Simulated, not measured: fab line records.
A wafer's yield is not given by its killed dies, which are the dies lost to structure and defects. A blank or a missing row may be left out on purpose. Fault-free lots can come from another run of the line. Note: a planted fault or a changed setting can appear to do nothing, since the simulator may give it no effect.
A lot that was struck, set against a sound lot -- flow nand-harc -- 18 out of 1159 route steps
Sound: the wafers L607.1, L607.2, L607.3. Wafers L613.2, L613.4, L613.5 were the ones struck. The cause is given at the end.
For every step that has rows: the tool of each side, followed by ch and its chambers, followed by its first start. Under that, the readings that differ: sound wafers -- struck wafers -- difference of the means -- sigmas: that difference in standard deviations of wafers without a fault.
alike: readings with means less than 2 such deviations apart, plus words and numbers identical on both sides. not compared: withheld readings, readings lacking a value on some wafer, bounds such as >300 that could conceal the same value, and numbers that have no deviation in the record and whose values overlap.
The two part at a step that has a row with sigmas, a row that says differs or no value, or rows on one side only. When numbers do not overlap yet have no deviation, they are printed without sigmas and do not part them. A reading missing from all wafers of one side parts the sides only when that side holds two or more wafers.

NHARC_A_CONTACT_ETCH_106: etches the open film in CF4/O2, target depth 60 nm, overetch 6 nm, time 33 s.
  sound on rie-diel-07 ch 0,1,2, day 19 16:37; struck on rie-diel-07 ch 0,1,2, day 20 15:05
  alike: drypump-motor-current-A, oes-product-au, rf-vpp-V, showerhead-plenum-p-Torr, throttle-valve-pct
  not compared: rf-hours-counter-h
NHARC_A_CONTACT_STRIP_82: strips in O2.
  sound on rie-diel-07 ch 0,2,3; struck on rie-diel-07 ch 0,2
  alike: drypump-motor-current-A, oes-product-au, rf-vpp-V, showerhead-plenum-p-Torr, throttle-valve-pct
  not compared: rf-hours-counter-h
then, 1 step without rows for these wafers: NHARC_A_CONTACT_STRIP_83 (strips in post etch residue remover, time 600 s).
NHARC_A_CONTACT_DEP_84: deposits aC, target thk 2000 nm.
  sound on acl-dep-03 ch 0, day 19 17:15; struck on acl-dep-01 ch 0, day 20 20:03
  alike: throttle-valve-pct
NHARC_A_CONTACT_DEP_85: deposits SiON, target thk 50 nm.
  sound on pecvd-04 ch 0,1,2, day 19 18:31; struck on pecvd-01 ch 0,1,2, day 20 21:11
  alike: heater-power-w
then, 7 steps without rows for these wafers: NHARC_A_CONTACT_DEHYDRATE_00 (time 120 s); NHARC_A_CONTACT_HMDS_01 (time 30 s); NHARC_A_CONTACT_COAT_86 (time 75 s); NHARC_A_CONTACT_COAT_87 (time 65 s); NHARC_A_CONTACT_COAT_02 (resist thk 90 nm); NHARC_A_CONTACT_SOFTBAKE_03 (time 55 s); NHARC_A_CONTACT_EBR_04.
NHARC_A_CONTACT_EXPOSE_05: exposes mask A CC.
  sound on arfi-scanner-02 ch 0, day 19 19:06; struck on arfi-scanner-01 ch 0, day 20 21:43
reading,sound,struck,difference,sigmas
model.A_CONTACT.overlay-x-nm (nm),-0.853 -0.853 -0.853,8.743 8.743 8.743,+9.596,
  alike: mask, stage-vel-mm-s
then, 2 steps without rows for these wafers: NHARC_A_CONTACT_PEB_06 (peb time 65 s); NHARC_A_CONTACT_DEVELOP_07 (develop time 35 s).
NHARC_A_CONTACT_CD_MEAS_08: target cd 100 nm.
  sound on cd-sem-03 ch 0, day 19 19:14; struck on cd-sem-01 ch 0, day 20 21:52
  alike: cd-nm
NHARC_A_CONTACT_OVL_MEAS_09:
  sound: overlay-01 at day 19 19:20; struck: overlay-01 at day 20 21:56
reading,sound,struck,difference,sigmas
overlay-x-nm (nm),-0.5 -1.4 -0.8,9.0 8.8 8.8,+9.8,+12
  alike: overlay-y-nm
NHARC_A_CONTACT_INSPECT_10:
  sound: defect-inspect-01 at day 19 19:22; struck: defect-inspect-02 at day 20 21:59
  alike: raw-defect-count

WHERE THEY PART
Only at NHARC_A_CONTACT_OVL_MEAS_09, within this record. Later steps at which nothing parts them and some readings are alike: NHARC_A_CONTACT_INSPECT_10.

WHY: what had been put in by the simulator
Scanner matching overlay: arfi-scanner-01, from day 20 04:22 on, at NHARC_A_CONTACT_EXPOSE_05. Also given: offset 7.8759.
